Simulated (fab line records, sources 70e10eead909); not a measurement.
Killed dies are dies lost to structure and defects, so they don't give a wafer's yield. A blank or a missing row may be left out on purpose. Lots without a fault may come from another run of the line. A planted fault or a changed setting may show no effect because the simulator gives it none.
Which tool did it? | flow nand_harc | 24 lots, 72 wafers sampled, at 5 steps of a route of 1159

WHAT THE GAUGES READ, wafer by wafer
NHARC_A_SLIT_INSPECT_11.
lot  | measured     | on                | raw_defect_count
L075 | day 14 04:09 | defect_inspect-02 | 10 6 17
L074 | day 14 03:49 | defect_inspect-01 | 27 22 17
L076 | day 14 23:05 | defect_inspect-02 | 11 12 13
L079 | day 14 23:16 | defect_inspect-02 | 11 10 13
L077 | day 14 23:03 | defect_inspect-01 | 15 22 27
L078 | day 15 15:43 | defect_inspect-01 | 23 32 25
L080 | day 15 12:53 | defect_inspect-01 | 8 13 10
L081 | day 16 02:04 | defect_inspect-02 | 26 17 12
L082 | day 16 18:37 | defect_inspect-01 | 31 29 28
L083 | day 16 18:47 | defect_inspect-01 | 16 8 12
L086 | day 17 06:32 | defect_inspect-01 | 31 31 24
L084 | day 17 18:19 | defect_inspect-01 | 13 19 19
L085 | day 17 18:53 | defect_inspect-02 | 18 20 15
L087 | day 17 17:56 | defect_inspect-01 | 26 26 19
L090 | day 18 12:50 | defect_inspect-02 | 9 17 10
L089 | day 18 12:36 | defect_inspect-02 | 28 33 33
L088 | day 18 10:52 | defect_inspect-01 | 31 40 31
L091 | day 18 13:32 | defect_inspect-02 | 9 10 11
L092 | day 18 11:33 | defect_inspect-01 | 31 28 36
L093 | day 18 19:03 | defect_inspect-02 | 42 27 46
L095 | day 19 12:04 | defect_inspect-01 | 44 48 50
L094 | day 19 11:28 | defect_inspect-01 | 20 17 17
L096 | day 19 22:32 | defect_inspect-01 | 14 19 6
L097 | day 19 23:05 | defect_inspect-01 | 10 15 8

WHICH TOOL RAN EACH LOT (tool, then ch and the chambers of the sampled wafers, then the start)
lot  | NHARC_A_STAIRCASE_ETCH_313         | NHARC_A_STAIRCASE_ETCH_315                    | NHARC_A_STAIRCASE_STRIP_446          | NHARC_A_STAIRCASE_CMP_152
L075 | rie_diel-08 ch 0,1,3, day 11 17:32 | rie_diel-08 ch 0,2,3, day 13 12:40 or earlier | plasma_asher-02 ch 0,1, day 13 12:40 | cmp-02 ch 0,2,3, day 13 13:37
L074 | rie_diel-02 ch 0,2,3, day 11 18:22 | rie_diel-02 ch 2,3, day 13 12:26 or earlier   | plasma_asher-02 ch 0,1, day 13 12:26 | cmp-02 ch 2,3, day 13 13:28
L076 | rie_diel-02 ch 2,3, day 12 11:41   | rie_diel-02 ch 0,3, day 14 10:06 or earlier   | plasma_asher-01 ch 0,1, day 14 10:06 | cmp-04 ch 1,3, day 14 10:53
L079 | rie_diel-01 ch 0,3, day 12 15:47   | rie_diel-01 ch 1,2,3, day 14 12:11 or earlier | plasma_asher-01 ch 0,1, day 14 12:11 | cmp-02 ch 1,2,3, day 14 13:05
L077 | rie_diel-02 ch 0,2,3, day 12 16:53 | rie_diel-02 ch 0,2, day 14 10:22 or earlier   | plasma_asher-02 ch 0,1, day 14 10:22 | cmp-04 ch 0,1,3, day 14 11:14
L078 | rie_diel-02 ch 0,3, day 12 22:55   | rie_diel-02 ch 0,2,3, day 14 21:04 or earlier | plasma_asher-02 ch 1, day 14 21:04   | cmp-03 ch 1,3, day 14 21:59
L080 | rie_diel-02 ch 0,1,3, day 13 01:52 | rie_diel-02 ch 1,2,3, day 14 22:37 or earlier | plasma_asher-02 ch 0,1, day 14 22:37 | cmp-02 ch 0,1,2, day 14 23:26
L081 | rie_diel-01 ch 0,1,3, day 13 17:05 | rie_diel-01 ch 0,2,3, day 15 12:41 or earlier | plasma_asher-01 ch 0,1, day 15 12:41 | cmp-02 ch 1,2,3, day 15 13:29
L082 | rie_diel-08 ch 1,3, day 13 22:57   | rie_diel-08 ch 1,2,3, day 16 04:37 or earlier | plasma_asher-01 ch 0,1, day 16 04:37 | cmp-04 ch 0,2, day 16 05:27
L083 | rie_diel-08 ch 1,2,3, day 14 04:55 | rie_diel-08 ch 1,2, day 16 05:07 or earlier   | plasma_asher-01 ch 0,1, day 16 05:07 | cmp-02 ch 0,1,2, day 16 06:05
L086 | rie_diel-01 ch 0,1,2, day 14 17:07 | rie_diel-01 ch 0,2,3, day 16 16:55 or earlier | plasma_asher-02 ch 0,1, day 16 16:55 | cmp-02 ch 0,1,2, day 16 17:47
L084 | rie_diel-02 ch 0,3, day 15 01:16   | rie_diel-02 ch 0,2,3, day 17 03:16 or earlier | plasma_asher-02 ch 0,1, day 17 03:16 | cmp-04 ch 1,2, day 17 04:08
L085 | rie_diel-08 ch 0,1,3, day 15 01:35 | rie_diel-08 ch 0,2,3, day 17 05:11 or earlier | plasma_asher-02 ch 0,1, day 17 05:11 | cmp-04 ch 1,2,3, day 17 06:04
L087 | rie_diel-08 ch 0,1,3, day 15 03:29 | rie_diel-08 ch 0,1,3, day 17 03:32 or earlier | plasma_asher-02 ch 0,1, day 17 03:32 | cmp-02 ch 0,1,3, day 17 04:25
L090 | rie_diel-02 ch 2,3, day 15 12:06   | rie_diel-02 ch 0,3, day 17 20:28 or earlier   | plasma_asher-02 ch 0, day 17 20:28   | cmp-02 ch 0,2,3, day 17 21:21
L089 | rie_diel-01 ch 2,3, day 15 14:03   | rie_diel-01 ch 0,1,3, day 17 21:29 or earlier | plasma_asher-02 ch 0,1, day 17 21:29 | cmp-03 ch 0,1,3, day 17 22:22
L088 | rie_diel-02 ch 0,1, day 15 17:52   | rie_diel-02 ch 1,3, day 17 20:13 or earlier   | plasma_asher-01 ch 0,1, day 17 20:13 | cmp-02 ch 0,1, day 17 21:06
L091 | rie_diel-01 ch 1,3, day 15 23:41   | rie_diel-01 ch 0,3, day 17 22:26 or earlier   | plasma_asher-01 ch 0,1, day 17 22:26 | cmp-04 ch 1,3, day 17 23:14
L092 | rie_diel-08 ch 0,2, day 16 02:53   | rie_diel-08 ch 1,2,3, day 17 19:55 or earlier | plasma_asher-02 ch 1, day 17 19:55   | cmp-03 ch 0,2,3, day 17 20:48
L093 | rie_diel-08 ch 0,1, day 16 08:28   | rie_diel-08 ch 0,1,2, day 18 01:14 or earlier | plasma_asher-02 ch 0, day 18 01:14   | cmp-03 ch 0,1,3, day 18 02:07
L095 | rie_diel-08 ch 0,1, day 16 22:35   | rie_diel-08 ch 0,2,3, day 18 21:46 or earlier | plasma_asher-01 ch 0,1, day 18 21:46 | cmp-04 ch 0,3, day 18 22:38
L094 | rie_diel-08 ch 1,3, day 16 22:52   | rie_diel-08 ch 2,3, day 18 21:11 or earlier   | plasma_asher-01 ch 0,1, day 18 21:11 | cmp-02 ch 0,2,3, day 18 22:05
L096 | rie_diel-08 ch 1,2,3, day 17 09:39 | rie_diel-08 ch 0,3, day 19 09:20 or earlier   | plasma_asher-02 ch 0,1, day 19 09:20 | cmp-04 ch 0,1,2, day 19 10:11
L097 | rie_diel-08 ch 1,3, day 17 15:43   | rie_diel-08 ch 2,3, day 19 09:37 or earlier   | plasma_asher-02 ch 0,1, day 19 09:37 | cmp-03 ch 2,3, day 19 10:27
- NHARC_A_STAIRCASE_ETCH_313: etches the open film in CF4/CHF3.
- NHARC_A_STAIRCASE_ETCH_315: etches the open film in C4F8/O2/Ar, target depth 2500 nm, time 607.1 s.
- NHARC_A_STAIRCASE_STRIP_446: strips in O2.
- NHARC_A_STAIRCASE_CMP_152: polishes.

WHAT THE TOOLS THEMSELVES READ (means of the sampled wafers that have a number; where no wafer has one, the mark that the record gives instead)
NHARC_A_STAIRCASE_ETCH_313.
lot  | tool        | chf3_flow_sccm (sccm) | drypump_motor_current_A (A) | oes_product_au (a.u.) | rf_vpp_V (V) | showerhead_plenum_p_Torr (Torr) | throttle_valve_pct (%)
L075 | rie_diel-08 | 30.01                 | 5.6                         | 0.928                 | 371.9        | 1.59                            | 16.810
L074 | rie_diel-02 | 29.94                 | 6.0                         | 0.920                 | 370.9        | 1.60                            | 16.801
L076 | rie_diel-02 | 29.96                 | 6.5                         | 0.927                 | 369.6        | 1.54                            | 16.800
L079 | rie_diel-01 | 30.01                 | 5.3                         | 0.930                 | 372.5        | 1.64                            | 16.806
L077 | rie_diel-02 | 29.98                 | 6.0                         | 0.968                 | 371.4        | 1.60                            | 16.795
L078 | rie_diel-02 | 30.06                 | 6.0                         | 0.929                 | 370.4        | 1.56                            | 16.803
L080 | rie_diel-02 | 30.05                 | 5.6                         | 0.918                 | 370.4        | 1.56                            | 16.804
L081 | rie_diel-01 | 30.05                 | 5.6                         | 0.957                 | 373.0        | 1.63                            | 16.807
L082 | rie_diel-08 | 30.00                 | 5.5                         | 0.974                 | 370.6        | 1.57                            | 16.797
L083 | rie_diel-08 | 29.97                 | 5.6                         | 0.942                 | 371.8        | 1.62                            | 16.808
L086 | rie_diel-01 | 30.09                 | 5.7                         | 0.962                 | 371.5        | 1.60                            | 16.804
L084 | rie_diel-02 | 29.93                 | 6.0                         | 0.952                 | 371.0        | 1.56                            | 16.800
L085 | rie_diel-08 | 30.02                 | 5.6                         | 0.925                 | 371.3        | 1.59                            | 16.810
L087 | rie_diel-08 | 30.02                 | 5.6                         | 0.920                 | 371.3        | 1.59                            | 16.810
L090 | rie_diel-02 | 30.03                 | 6.5                         | 0.972                 | 369.6        | 1.53                            | 16.806
L089 | rie_diel-01 | 29.98                 | 5.2                         | 0.913                 | 370.9        | 1.58                            | 16.806
L088 | rie_diel-02 | 29.96                 | 5.1                         | 0.946                 | 370.2        | 1.55                            | 16.801
L091 | rie_diel-01 | 30.02                 | 5.4                         | 0.930                 | 371.4        | 1.58                            | 16.799
L092 | rie_diel-08 | 30.02                 | 5.6                         | 0.919                 | 374.0        | 1.66                            | 16.804
L093 | rie_diel-08 | 29.94                 | 5.4                         | 0.927                 | 370.5        | 1.58                            | 16.802
L095 | rie_diel-08 | 29.99                 | 5.3                         | 0.928                 | 369.3        | 1.55                            | 16.805
L094 | rie_diel-08 | 29.95                 | 5.5                         | 0.944                 | 370.6        | 1.56                            | 16.801
L096 | rie_diel-08 | 29.93                 | 5.6                         | 0.917                 | 371.9        | 1.61                            | 16.804
L097 | rie_diel-08 | 29.98                 | 5.7                         | 0.917                 | 370.4        | 1.58                            | 16.798

NHARC_A_STAIRCASE_ETCH_315.
lot  | tool        | oes_product_au (a.u.) | rf_vpp_V (V)
L075 | rie_diel-08 | 0.931                 | 1826
L074 | rie_diel-02 | 0.927                 | 1827
L076 | rie_diel-02 | 0.928                 | 1826
L079 | rie_diel-01 | 0.939                 | 1829
L077 | rie_diel-02 | 0.938                 | 1837
L078 | rie_diel-02 | 0.931                 | 1830
L080 | rie_diel-02 | 0.933                 | 1820
L081 | rie_diel-01 | 0.928                 | 1834
L082 | rie_diel-08 | 0.940                 | 1835
L083 | rie_diel-08 | 0.931                 | 1839
L086 | rie_diel-01 | 0.923                 | 1835
L084 | rie_diel-02 | 0.936                 | 1830
L085 | rie_diel-08 | 0.924                 | 1837
L087 | rie_diel-08 | 0.928                 | 1828
L090 | rie_diel-02 | 0.954                 | 1835
L089 | rie_diel-01 | 0.922                 | 1835
L088 | rie_diel-02 | 0.921                 | 1813
L091 | rie_diel-01 | 0.920                 | 1841
L092 | rie_diel-08 | 0.933                 | 1833
L093 | rie_diel-08 | 0.925                 | 1833
L095 | rie_diel-08 | 0.930                 | 1836
L094 | rie_diel-08 | 0.927                 | 1843
L096 | rie_diel-08 | 0.930                 | 1832
L097 | rie_diel-08 | 0.920                 | 1842

NHARC_A_STAIRCASE_STRIP_446.
lot  | tool            | drypump_motor_current_A (A) | heater_power_w (W)
L075 | plasma_asher-02 | 5.8                         | 387
L074 | plasma_asher-02 | 5.9                         | 386
L076 | plasma_asher-01 | 5.2                         | 335
L079 | plasma_asher-01 | 5.2                         | 335
L077 | plasma_asher-02 | 5.5                         | 413
L078 | plasma_asher-02 | 5.2                         | 430
L080 | plasma_asher-02 | 5.5                         | 408
L081 | plasma_asher-01 | 5.2                         | 356
L082 | plasma_asher-01 | 5.2                         | 339
L083 | plasma_asher-01 | 5.2                         | 337
L086 | plasma_asher-02 | 5.5                         | 391
L084 | plasma_asher-02 | 5.8                         | 382
L085 | plasma_asher-02 | 5.5                         | 386
L087 | plasma_asher-02 | 5.8                         | 386
L090 | plasma_asher-02 | 6.1                         | 372
L089 | plasma_asher-02 | 5.8                         | 380
L088 | plasma_asher-01 | 5.3                         | 356
L091 | plasma_asher-01 | 5.2                         | 354
L092 | plasma_asher-02 | 5.2                         | 394
L093 | plasma_asher-02 | 6.1                         | 380
L095 | plasma_asher-01 | 5.2                         | 337
L094 | plasma_asher-01 | 5.3                         | 359
L096 | plasma_asher-02 | 5.5                         | 394
L097 | plasma_asher-02 | 5.8                         | 384

NHARC_A_STAIRCASE_CMP_152.
lot  | tool   | motor_current_A (A) | pad_life_wafers
L075 | cmp-02 | 12.1                | 277
L074 | cmp-02 | 11.0                | 264
L076 | cmp-04 | 13.7                | 109
L079 | cmp-02 | 11.5                | 452
L077 | cmp-04 | 12.8                | 121
L078 | cmp-03 | 11.3                | 410
L080 | cmp-02 | 11.7                | 519
L081 | cmp-02 | 11.8                | 44
L082 | cmp-04 | 12.8                | 326
L083 | cmp-02 | 12.2                | 128
L086 | cmp-02 | 12.1                | 200
L084 | cmp-04 | 13.2                | 494
L085 | cmp-04 | 12.9                | 517
L087 | cmp-02 | 12.4                | 272
L090 | cmp-02 | 12.5                | 446
L089 | cmp-03 | 11.6                | 296
L088 | cmp-02 | 12.7                | 434
L091 | cmp-04 | 13.2                | 62
L092 | cmp-03 | 11.2                | 271
L093 | cmp-03 | 11.6                | 337
L095 | cmp-04 | 12.6                | 198
L094 | cmp-02 | 12.1                | 644
L096 | cmp-04 | 12.9                | 278
L097 | cmp-03 | 11.2                | 552

THE ANSWER, worked out from the rows above alone
Rule: what is usual is taken from the lots themselves. Put in order of their means at a reading, lots are off if they are a third of the lots or fewer, leave a main group of 4 or more, and stand apart from it by a gap of 3 or more times the standard deviation of the main group's means; of several such gaps the widest counts. A main group whose means are all the same, to the digits that the tables above print for the reading, isn't used. A lot without any number at a reading at which 4 lots or more have one is off too. The other lots that the step has rows for count as sound. The gauges are gone through in route order, then the tools' own readings, and for those a lot's mean is taken as printed above. The first step at which some lot is off is used, and at that step the reading that is off furthest; a lot without a number counts as furthest.
No lot is off at any reading shown: from this, nothing can be told.

WHAT THE SIMULATOR HAD PUT IN
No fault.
